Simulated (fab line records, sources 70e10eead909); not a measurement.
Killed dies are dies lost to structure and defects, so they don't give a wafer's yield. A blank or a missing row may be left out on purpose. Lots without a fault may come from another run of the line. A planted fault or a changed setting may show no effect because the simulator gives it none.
A struck lot beside a sound one | flow nand_harc | 13 steps out of a route of 1302
Sound: wafers L343.1, L343.5, L343.6. Struck: wafers L338.2, L338.4, L338.5. The cause comes at the end.
At each step with rows: each side's tool, then ch and its chambers, then its first start. Under that, the readings that differ: sound wafers | struck wafers | difference of the means | sigmas: that difference in standard deviations of wafers without a fault.
alike: readings whose means differ by less than 2 such deviations, and words and numbers that are the same on both sides. not compared: withheld readings, readings that some wafer has no value for, bounds like >300 that may hide the same value, and numbers for which the record gives no deviation and whose values overlap.
The two part at a step that has a row with sigmas, a row that says differs or no value, or rows on one side only. Numbers that don't overlap but have no deviation are shown without sigmas and don't part them. A reading that every wafer of one side lacks parts them only if that side has two wafers or more.

NHARC_P_CONTACT_CVD_23: deposits W, target thk 200 nm, time 557 s.
  sound on cvd_w-02 ch 0,1; struck on cvd_w-01 ch 1
  alike: heater_power_w, throttle_valve_pct
NHARC_P_CONTACT_CMP_24: polishes, t overpolish 30 s, target thk 200 nm.
  sound on cmp-03 ch 0,3, day 15 06:43; struck on cmp-03 ch 0,2,3, day 13 01:29
  alike: motor_current_A, overpolish_run_s, time_to_endpoint_s
then, 1 step without rows for these wafers: NHARC_P_CONTACT_SRD_26.
NHARC_P_CONTACT_INSPECT_27:
  sound on defect_inspect-02, day 15 07:07; struck on defect_inspect-01, day 13 01:50
  alike: raw_defect_count
then, 7 steps without rows for these wafers: NHARC_P_M0_DEP_00 (deposits SiOC, target thk 150 nm); NHARC_P_M0_DEHYDRATE_01 (time 120 s); NHARC_P_M0_HMDS_02 (time 30 s); NHARC_P_M0_COAT_33 (time 65 s); NHARC_P_M0_COAT_03 (resist thk 90 nm); NHARC_P_M0_SOFTBAKE_04 (time 55 s); NHARC_P_M0_EBR_05.
NHARC_P_M0_EXPOSE_06: exposes mask P M0, target cd 90 nm.
  sound on arfi_scanner-01 ch 0, day 15 08:01; struck on arfi_scanner-03, day 13 02:29
  no value came back on the struck wafers for exposure_dose_mJ_cm2, focus_offset_nm (nm); on the sound wafers exposure_dose_mJ_cm2 reads 81.35 81.20 81.26
  alike: mask
then, 1 step without rows for these wafers: NHARC_P_M0_PEB_07 (peb time 65 s).

WHERE THEY PART
Only at NHARC_P_M0_EXPOSE_06, within this record.

WHY: what the simulator had put in
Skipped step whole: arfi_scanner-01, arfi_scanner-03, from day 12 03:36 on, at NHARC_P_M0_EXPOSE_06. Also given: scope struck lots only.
